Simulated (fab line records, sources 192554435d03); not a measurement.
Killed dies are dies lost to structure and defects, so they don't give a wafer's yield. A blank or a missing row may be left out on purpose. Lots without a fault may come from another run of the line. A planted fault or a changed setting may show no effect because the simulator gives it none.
A struck lot beside a sound one | flow n5_finfet | 14 steps out of a route of 1938
Sound: wafers L316.1, L316.3, L316.4. Struck: wafer L333.4. (L333.2 of the same lot was not struck and is left out.) The cause comes at the end.
At each step with rows: each side's tool, then ch and its chambers, then its first start. Under that, the readings that differ: sound wafers | struck wafers | difference of the means | sigmas: that difference in standard deviations of wafers without a fault.
alike: readings whose means differ by less than 2 such deviations, and words and numbers that are the same on both sides. not compared: withheld readings, readings that some wafer has no value for, bounds like >300 that may hide the same value, and numbers for which the record gives no deviation and whose values overlap.
The two part at a step that has a row with sigmas, a row that says differs or no value, or rows on one side only. Numbers that don't overlap but have no deviation are shown without sigmas and don't part them. A reading that every wafer of one side lacks parts them only if that side has two wafers or more.

first, 2 steps without rows for these wafers: N5_BEOL_M9_PRECLEAN_42 (cleans in residue remover, time 60 s); N5_BEOL_M9_SRD_43 (time 30 s).
N5_BEOL_M9_CD_MEAS_35: target cd 70 nm, target cd y 40 nm.
  sound on cd_sem-01, day 11 10:19; struck on cd_sem-01, day 15 15:34
  alike: cd_nm
then, 1 step without rows for these wafers: N5_BEOL_M9_CURE_72 (cures SiCOH lowk, time 120 s).
N5_BEOL_M9_DEGAS_44: time 60 s.
  sound on pvd_sputter-03, day 11 10:43; struck on pvd_sputter-02, day 15 16:01
  alike: heater_power_w
N5_BEOL_M9_PRE_CLEAN_45: time 30 s.
  sound on pvd_sputter-03, day 11 10:46; struck on pvd_sputter-02, day 15 16:03
  alike: heater_power_w
N5_BEOL_M9_ALD_74: deposits TaN, target thk 2 nm, pulse time 2 s, purge time 3 s.
  sound on ald_metal-02 ch 0,1,2, day 11 10:51; struck on ald_metal-02 ch 1, day 15 16:07
  alike: heater_power_w, precursor_vessel_carrier_sccm
N5_BEOL_M9_SURFACE_TREAT_79:
  sound on pvd_sputter-02, day 11 12:44; struck on pvd_sputter-03, day 15 16:31
  not compared: throttle_valve_pct
then, 3 steps without rows for these wafers: N5_BEOL_M9_CVD_78 (deposits Co from CCTBA/H2, target thk 2 nm, time 138.9 s); N5_BEOL_M9_SPUTTER_48 (material Cu, target thk 12 nm, time 2 s); N5_BEOL_M9_ECD_50 (material Cu, target thk 318 nm).
N5_BEOL_M9_ANNEAL_51: time 90 s.
  sound on rtp_anneal-02 ch 0, day 11 13:12; struck on rtp_anneal-01 ch 0, day 15 17:01
  alike: anneal_temp_c, wafer_temp_C_max
N5_BEOL_M9_CMP_52: polishes, stops on SiCOH lowk, t overpolish 7 s, target thk 140 nm.
  sound on cmp-03 ch 0,1,2, day 11 13:32; struck on cmp-03 ch 0, day 15 17:17
  reading                      | sound          | struck | difference | sigmas
  barrier_field_endpoint_s (s) | 28.5 30.0 29.0 | 16.1   | -13.1      | -16
  time_to_endpoint_s (s)       | 65 68 63       | 35     | -30        | -9
  alike: motor_current_A, overpolish_run_s
then, 1 step without rows for these wafers: N5_PASSIVATION_PROBE_49.

WHERE THEY PART
Only at N5_BEOL_M9_CMP_52, within this record.

WHY: what the simulator had put in
Process parameter drift: cmp-03, from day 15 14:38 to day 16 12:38, at N5_BEOL_M9_CMP_52. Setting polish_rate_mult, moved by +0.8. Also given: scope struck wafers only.
